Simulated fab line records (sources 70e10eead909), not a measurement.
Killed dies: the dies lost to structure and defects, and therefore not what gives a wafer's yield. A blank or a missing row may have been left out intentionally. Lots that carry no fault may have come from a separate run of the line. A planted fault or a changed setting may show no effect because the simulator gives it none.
What tool caused it? -- flow nand harc -- 20 lots (60 wafers sampled), 1 step of a 1302-step route

WHAT THE GAUGES SHOWED, per wafer
NHARC_A_CHANNEL_HOLE_D1_CD_MEAS_10: target cd 100 nm. Usual: cd nm reads 100.2 nm (standard deviation 0.52).
lot,measured,on,cd nm (nm),flag
L074,day 8 06:13,cd sem-01,100.3 99.7 100.9,
L076,day 9 01:37,cd sem-01,100.1 101.1 100.9,
L077,day 9 19:16,cd sem-02,99.6 99.7 99.0,
L078,day 9 21:44,cd sem-01,100.5 100.0 100.2,
L079,day 10 19:42,cd sem-03,100.2 100.2 99.6,
L080,day 11 05:23,cd sem-02,99.8 100.2 99.9,
L081,day 11 14:26,cd sem-02,99.7 99.5 100.9,
L082,day 12 02:12,cd sem-03,99.9 100.6 100.5,
L083,day 12 22:04,cd sem-01,100.3 100.9 100.4,
L084,day 13 02:59,cd sem-02,99.8 99.2 100.4,
L085,day 13 03:42,cd sem-02,100.3 100.1 100.8,
L086,day 13 15:34,cd sem-03,100.8 100.4 101.1,
L087,day 13 16:31,cd sem-02,100.8 100.5 100.7,
L089,day 14 12:17,cd sem-02,100.1 100.1 99.7,
L091,day 15 16:14,cd sem-01,99.3 99.3 100.0,
L092,day 15 18:52,cd sem-01,101.1 100.5 100.8,
L093,day 16 10:10,cd sem-01,100.7 100.7 100.3,
L094,day 16 14:32,cd sem-02,99.9 100.2 99.4,
L095,day 17 10:13,cd sem-03,100.6 100.2 100.5,
L097,day 17 23:18,cd sem-03,99.0 100.9 100.3,

WHICH TOOL RAN EACH LOT (tool, then ch and the chambers of the sampled wafers, then the start)
Before these readings, the record contains no process step.

WHAT THE TOOLS THEMSELVES READ (means of the sampled wafers that have a number; where no wafer has one, the mark that the record gives instead)
The record holds no such reading with a usual standard deviation.

THE ANSWER, worked out from the rows above alone
Rule: a lot counts as off when the mean over its wafers that have a number is more than 3 standard deviations away from the usual mean. A lot without any number at a reading at which 4 lots or more have one is off too. The other lots that the step has rows for count as sound. After the gauges, taken in route order, come the tools' own readings; for these a lot's mean is taken, as printed above. At the first step where some lot is off, the reading lying furthest off is the one used; lots without a number count as furthest.
No lot is off on any of the readings shown, so nothing can be concluded from this.

WHAT THE SIMULATOR PUT IN
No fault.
